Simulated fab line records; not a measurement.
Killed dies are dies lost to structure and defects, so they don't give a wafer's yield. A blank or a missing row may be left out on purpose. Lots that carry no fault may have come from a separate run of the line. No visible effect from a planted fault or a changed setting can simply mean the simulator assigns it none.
Matching of chambers | flow nand harc | rie diel-12 running NHARC_P_M1_STRIP_18: 4 sister chambers
The step strips in N2/H2. 8 wafers are shown with their chamber, then 9 later ones without.

## EACH WAFER AND ITS CHAMBER
wafer  | chamber | showerhead plenum p Torr (Torr) | drypump motor current A (A)
L082.1 | 0       | 2.11                            | 5.0
L082.5 | 2       | 1.96                            | 6.2
L083.2 | 2       | 1.96                            | 6.1
L083.3 | 3       | 2.07                            | 6.5
L083.4 | 1       | 2.02                            | 6.1
L085.1 | 1       | 2.02                            | 6.2
L085.2 | 3       | 2.06                            | 6.5
L085.4 | 0       | 2.11                            | 5.1

## WAFERS WITHOUT THEIR CHAMBER
wafer  | showerhead plenum p Torr (Torr) | drypump motor current A (A)
L089.3 | 2.02                            | 6.2
L089.4 | 1.96                            | 6.2
L089.6 | 2.06                            | 6.5
L092.1 | 2.11                            | 5.1
L092.4 | 2.02                            | 6.2
L092.5 | 2.11                            | 5.1
L095.1 | 2.11                            | 5.1
L095.3 | 1.96                            | 6.2
L095.6 | 2.11                            | 5.1

## WHICH CHAMBER EACH WENT THROUGH
wafer  | from the rows above | in truth
L089.3 | 1                   | 1
L089.4 | 2                   | 2
L089.6 | 3                   | 3
L092.1 | 0                   | 0
L092.4 | 1                   | 1
L092.5 | 0                   | 0
L095.1 | 0                   | 0
L095.3 | 2                   | 2
L095.6 | 0                   | 0
Correct placement for 9 of the 9. Can't be placed from these rows: 0. Placed wrongly: 0.
How it was worked out, from the rows above alone: a wafer's distance from a chamber is the root of the sum, over the readings, of the square of ((its reading less the chamber's mean) divided by the reading's scatter). The wafer belongs to the nearest chamber; if the next one is less than 2 further off, it can't be placed. The mean given for a chamber averages the wafers shown for that chamber. How the scatter is found: for the shown wafers, subtract from each reading the mean of its chamber, square and add these, divide the total by (wafers less chambers), then take the root.
